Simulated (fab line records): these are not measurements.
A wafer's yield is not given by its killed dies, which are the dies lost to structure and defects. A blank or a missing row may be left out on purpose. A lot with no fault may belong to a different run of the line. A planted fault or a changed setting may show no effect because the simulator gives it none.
fab line records	flow n5Finfet
record: lots: 13	wafers: 37	lastDay: 18
route steps=1938 shown BEOL_M6@1242
lots that met no fault: from a run of the same line without faults
startH: start of the lot's first displayed wafer, in hours after the record's first day	waitH: hours since the lot's step before	" unchanged from the row above	L1.1+2: a row that stands for several wafers	- either no value or no given start	* or withheld: withheld	< > ~ a bound
route shown NAME@n: a module of which the file shows steps, and the number in the route of the first	usual: the fault-free wafers' mean and standard deviation	same: alike in all rows	chamber/n: place in a boat	sites: readings site by site	_std_site: standard deviation of those values	_edge_site: outer sites' mean less inner sites'	radiusMm: for every site, how far away it sits from the centre of the wafer	mask NAME#n: copy n	behind: the most recent tool/chamber to have shaped the wafer	hold: the reason the lot was held/the length of the hold in hours/how it ended	device: which transistor (n, p or np) failed to switch	end of line: the route-end tests of the same wafers	a step without rows: its recipe alone	killed: the dies lost at the first sort to structure and to defects; this is not the yield of the wafer	map: the dies of a wafer, with x for killed, . for not killed, _ for no die there
set.NAME: the setting the step ran with; set.NAME@STEP: the setting that earlier step ran with	model.NAME: the simulator's own value behind a step, which no gauge read
the route's steps for a sample of lots (tables are steps, rows are wafers)
services: when a tool's chamber went out of use (startH, in hours from the record's first day, below 0 if earlier), for how many hours, and the reason
== steps ==
step: N5_BEOL_M6_OCD_MEAS_38
usual: trenchDepthNm: 93.3/2.9
lot.wafer	tool	chamber	startH	waitH	trenchDepthNm
L381.1	ocd-01	-	185.64	-	89.7
L381.2	"	-	"	"	94.0
L381.3	"	-	"	"	89.8
L382.1	ocd-01	-	199.37	-	91.9
L382.4	"	-	"	"	95.5
L384.2	ocd-01	-	201.06	-	95.4
L384.4	"	-	"	"	90.4
L384.6	"	-	"	"	94.7
L385.1	ocd-02	-	206.94	-	98.1
L385.3	"	-	"	"	95.4
L385.4	"	-	"	"	90.6
L386.2	ocd-01	-	216.55	-	94.4
L386.3	"	-	"	"	97.3
L386.6	"	-	"	"	90.9
L387.1	ocd-02	-	223.40	-	95.4
L387.3	"	-	"	"	89.1
L387.6	"	-	"	"	92.7
L392.1	ocd-01	-	247.83	-	97.3
L392.3	"	-	"	"	95.4
L392.5	"	-	"	"	97.7
L394.2	ocd-02	-	260.46	-	96.1
L394.5	"	-	"	"	91.1
L394.6	"	-	"	"	96.1
L399.1	ocd-01	-	294.47	-	90.1
L399.3	"	-	"	"	95.3
L399.4	"	-	"	"	95.6
L402.3	ocd-02	-	309.41	-	93.3
L402.4	"	-	"	"	91.0
L402.6	"	-	"	"	94.6
L398.1	ocd-01	-	311.53	-	94.6
L398.5	"	-	"	"	99.0
L403.1	ocd-02	-	327.59	-	91.2
L403.5	"	-	"	"	93.1
L403.6	"	-	"	"	90.8
L404.4	ocd-01	-	328.99	-	92.0
L404.5	"	-	"	"	94.9
L404.6	"	-	"	"	88.6
step: N5_BEOL_M6_CURE_75
recipe: tempC: 370	timeS: 120	ambient: DMADMS/He	material: SiCOH_lowk
usual: lampPowerPct: 52.31/0.057	wafer_temp_C_max: 371.6/0.52
lot.wafer	tool	chamber	startH	waitH	lampPowerPct	wafer_temp_C_max
L381.1	uvCure-02	2	185.84	0.0	52.33	372.1
L381.2	"	2	"	"	52.32	372.0
L381.3	"	2	"	"	52.30	371.4
L382.1	uvCure-02	2	199.76	0.2	52.33	371.9
L382.4	"	2	"	"	52.31	371.7
L384.2	uvCure-02	0	201.30	0.1	52.31	371.9
L384.4	"	0	"	"	52.31	371.8
L384.6	"	0	"	"	52.30	371.9
L385.1	uvCure-02	2	207.31	0.2	52.36	371.7
L385.3	"	2	"	"	52.30	371.9
L385.4	"	2	"	"	52.31	371.5
L386.2	uvCure-02	1	216.80	0.1	52.30	372.0
L386.3	"	1	"	"	52.35	371.6
L386.6	"	1	"	"	52.33	371.3
L387.1	uvCure-01	0	223.59	0.0	52.23	371.6
L387.3	"	0	"	"	52.47	371.2
L387.6	"	0	"	"	52.22	371.2
L392.1	uvCure-02	1	248.02	0.0	52.37	372.1
L392.3	"	1	"	"	52.36	371.9
L392.5	"	1	"	"	52.30	371.9
L394.2	uvCure-02	1	260.70	0.1	52.21	371.5
L394.5	"	1	"	"	52.25	371.3
L394.6	"	1	"	"	52.45	371.9
L399.1	uvCure-03	0	294.85	0.2	52.26	370.7
L399.3	"	0	"	"	52.44	370.7
L399.4	"	0	"	"	52.28	370.6
L402.3	uvCure-01	0	309.80	0.1	52.29	371.1
L402.4	"	0	"	"	52.35	371.5
L402.6	"	0	"	"	52.30	372.1
L398.1	uvCure-02	1	314.56	2.0	52.37	371.7
L398.5	"	1	"	"	52.26	371.3
L403.1	uvCure-01	1	327.85	0.1	52.32	371.2
L403.5	"	1	"	"	52.26	371.0
L403.6	"	1	"	"	52.26	371.1
L404.4	uvCure-02	2	329.33	0.2	52.33	372.3
L404.5	"	2	"	"	52.39	371.8
L404.6	"	2	"	"	52.30	371.6
step: N5_BEOL_M6_SPUTTER_48
recipe: material: Cu	targetThkA: 100	tempC: -20	biasV: 60	powerW: 26000	chamberPressurePa: 0.13	timeS: 1.667
usual: cathodeDcPowerW: 26000/4.9	chuckGasFlowSccm: 1.26/0.051	throttleValvePct: 30.0/0.93
lot.wafer	tool	chamber	startH	waitH	cathodeDcPowerW	chuckGasFlowSccm	throttleValvePct
L381.1	pvdSputter-01	-	187.88	0.1	26001	1.22	30.4
L381.2	"	-	"	"	26003	1.34	30.1
L381.3	"	-	"	"	25996	1.22	29.1
L382.1	pvdSputter-03	-	200.82	0.1	26004	1.24	31.4
L382.4	"	-	"	"	26011	1.21	29.7
L384.2	pvdSputter-03	-	202.40	0.2	26006	1.25	29.8
L384.4	"	-	"	"	26005	1.33	29.8
L384.6	"	-	"	"	25997	1.25	31.7
L385.1	pvdSputter-01	-	208.53	0.2	25992	1.24	28.6
L385.3	"	-	"	"	26004	1.29	30.2
L385.4	"	-	"	"	26001	1.23	29.8
L386.2	pvdSputter-02	-	219.21	1.3	25995	1.39	29.4
L386.3	"	-	"	"	25993	1.34	30.0
L386.6	"	-	"	"	25995	1.24	29.8
L387.1	pvdSputter-03	-	225.18	0.1	26003	1.26	29.7
L387.3	"	-	"	"	26005	1.26	30.2
L387.6	"	-	"	"	26003	1.31	30.6
L392.1	pvdSputter-01	-	249.27	0.1	26001	1.29	30.2
L392.3	"	-	"	"	25992	1.13	29.3
L392.5	"	-	"	"	25988	1.30	28.4
L394.2	pvdSputter-03	-	261.87	0.1	25998	1.24	31.7
L394.5	"	-	"	"	25995	1.30	31.8
L394.6	"	-	"	"	22880	1.32	30.6
L399.1	pvdSputter-01	-	298.09	0.3	26002	1.24	30.0
L399.3	"	-	"	"	26004	1.28	30.5
L399.4	"	-	"	"	26003	1.32	29.4
L402.3	pvdSputter-01	-	311.12	0.3	25994	1.21	28.6
L402.4	"	-	"	"	26002	1.28	30.2
L402.6	"	-	"	"	26002	1.16	28.6
L398.1	pvdSputter-01	-	316.80	0.2	25992	1.11	30.5
L398.5	"	-	"	"	26004	1.31	30.1
L403.1	pvdSputter-01	-	329.67	0.1	26000	1.23	28.5
L403.5	"	-	"	"	26000	1.17	29.2
L403.6	"	-	"	"	25996	1.25	30.2
L404.4	pvdSputter-02	-	330.66	0.1	26004	1.30	32.2
L404.5	"	-	"	"	26001	1.27	29.8
L404.6	"	-	"	"	26001	1.23	29.9
step: N5_BEOL_M6_RS_MEAS_57
recipe: thkMeasGauge: four-point-probe	reads: Cu_of_BEOL_M6_ECD_50+Co_of_BEOL_M6_CVD_78+TaN_of_BEOL_M6_ALD_77
usual: M6_RS: 0.294/0.015
lot.wafer	tool	chamber	startH	waitH	M6_RS[ohm/sq]
L381.1	filmMetro-02	-	188.81	0.1	0.311
L381.2	"	-	"	"	0.287
L381.3	"	-	"	"	0.313
L382.1	filmMetro-01	-	202.59	0.1	0.301
L382.4	"	-	"	"	0.281
L384.2	filmMetro-01	-	203.38	0.1	0.295
L384.4	"	-	"	"	0.310
L384.6	"	-	"	"	0.288
L385.1	filmMetro-01	-	209.49	0.1	0.280
L385.3	"	-	"	"	0.281
L385.4	"	-	"	"	0.317
L386.2	filmMetro-02	-	221.46	0.1	0.276
L386.3	"	-	"	"	0.280
L386.6	"	-	"	"	0.309
L387.1	filmMetro-01	-	230.49	0.1	0.274
L387.3	"	-	"	"	0.305
L387.6	"	-	"	"	0.289
L392.1	filmMetro-01	-	250.54	0.1	0.272
L392.3	"	-	"	"	0.276
L392.5	"	-	"	"	0.264
L394.2	filmMetro-01	-	263.68	0.1	0.280
L394.5	"	-	"	"	0.306
L394.6	"	-	"	"	0.284
L399.1	filmMetro-02	-	299.02	0.1	0.304
L399.3	"	-	"	"	0.280
L399.4	"	-	"	"	0.282
L402.3	filmMetro-02	-	312.12	0.1	0.290
L402.4	"	-	"	"	0.301
L402.6	"	-	"	"	0.288
L398.1	filmMetro-02	-	318.03	0.1	0.299
L398.5	"	-	"	"	0.279
L403.1	filmMetro-01	-	330.60	0.1	0.298
L403.5	"	-	"	"	0.304
L403.6	"	-	"	"	0.315
L404.4	filmMetro-01	-	331.76	0.0	0.298
L404.5	"	-	"	"	0.290
L404.6	"	-	"	"	0.315
== services ==
tool	chamber	startH	hours	kind
uvCure-01	-	167.38	7.5	pm
uvCure-03	-	185.69	22.2	pm
uvCure-03	-	220.47	1.2	repair
uvCure-01	-	256.24	22.2	pm
uvCure-02	-	267.26	2.1	pm
uvCure-03	-	306.76	28.1	pm
== key ==
firstSign: step: N5_BEOL_M6_SPUTTER_48	reading: cathodeDcPowerW	direction: down	sigmas: 99+	usual: *	struck: *
effect none on later readings
metAt N5_BEOL_M6_SPUTTER_48
struckLots L394
struckWafers L394.6
notActingAt N5_BEOL_M6_OCD_MEAS_38,N5_BEOL_M6_CURE_75,N5_BEOL_M6_RS_MEAS_57
onsetBetween 225.18 261.87
fault: kind: processParameterDrift	tool: pvdSputter-03	chamber: -	onsetH: 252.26	steps: N5_BEOL_M6_SPUTTER_48	channel: powerW	offset: *	shape: step	endH: 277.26	actsIn: *	stated: *	scope: struckWafersOnly
